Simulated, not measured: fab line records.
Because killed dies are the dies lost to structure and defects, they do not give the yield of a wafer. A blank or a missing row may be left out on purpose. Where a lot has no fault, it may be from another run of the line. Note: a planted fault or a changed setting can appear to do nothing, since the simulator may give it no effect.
Matching of chambers ; flow nand harc ; ald hk-01 running NHARC_A_CHANNEL_FILL_D1_ALD_16: 4 sister chambers
The step deposits SiO2, target thk 1.5 nm, pulse time 10 s, ald cycles 15. 18 wafers are shown with their chamber, then 9 later ones without.

WAFERS, EACH WITH ITS CHAMBER
wafer;chamber;heater power w (W);susceptor temp C (C);precursor pulse height rel
L074.1;1;431;300.15;1.026
L074.3;0;458;300.20;0.991
L074.6;0;463;300.29;0.986
L076.2;0;458;299.98;0.995
L076.4;1;444;300.08;0.992
L076.5;1;427;300.10;0.999
L075.3;2;539;299.97;0.988
L075.5;1;433;300.24;0.976
L075.6;2;525;299.93;0.979
L078.1;0;443;300.15;0.987
L078.4;3;540;299.84;0.997
L078.6;1;431;299.85;1.013
L079.1;3;521;299.69;0.996
L079.4;1;427;299.91;1.017
L079.6;2;521;300.22;0.998
L085.2;2;534;299.84;1.006
L085.4;3;493;299.93;0.998
L085.6;2;513;299.81;0.994

SIGNATURES, as means of the wafers listed above
reading;chamber 0;chamber 1;chamber 2;chamber 3;scatter within a chamber
heater power w;455.50;432.17;526.40;518.00;11.9
susceptor temp C;300.1550;300.0550;299.9540;299.8200;0.145
precursor pulse height rel;0.98975;1.00383;0.99300;0.99700;0.0124
Rule: a wafer's distance from a chamber is the root of the sum, over the readings, of the square of ((its reading less the chamber's mean) divided by the reading's scatter). If the next closest chamber is less than 2 further off than the closest, the wafer can't be placed; otherwise it belongs to the closest. The scatter: take each reading less its chamber's mean, square it, sum over the shown wafers, divide by the number of wafers less the number of chambers, and take the root.

WAFERS WITH NO CHAMBER GIVEN
wafer;heater power w (W);susceptor temp C (C);precursor pulse height rel
L088.1;535;300.03;0.972
L088.4;465;299.92;0.971
L088.6;514;299.96;1.030
L091.3;465;300.24;1.006
L091.4;482;300.04;1.011
L091.5;461;300.29;0.961
L093.1;501;300.16;0.977
L093.2;519;300.20;1.017
L093.5;452;300.08;0.981

WHICH CHAMBER EACH ONE RAN IN
wafer;from the rows above;in truth
L088.1;can't be placed: 2 or 3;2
L088.4;can't be placed: 0 or 1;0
L088.6;can't be placed: 3 or 2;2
L091.3;can't be placed: 0 or 1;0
L091.4;can't be placed: 0 or 3 or 2 or 1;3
L091.5;can't be placed: 0 or 1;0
L093.1;can't be placed: 2 or 3 or 0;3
L093.2;can't be placed: 2 or 3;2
L093.5;can't be placed: 0 or 1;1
0 of 9 placed correctly. Can't be placed from these rows: 9 (the true chamber is among the candidates in 9). Placed wrongly: 0.
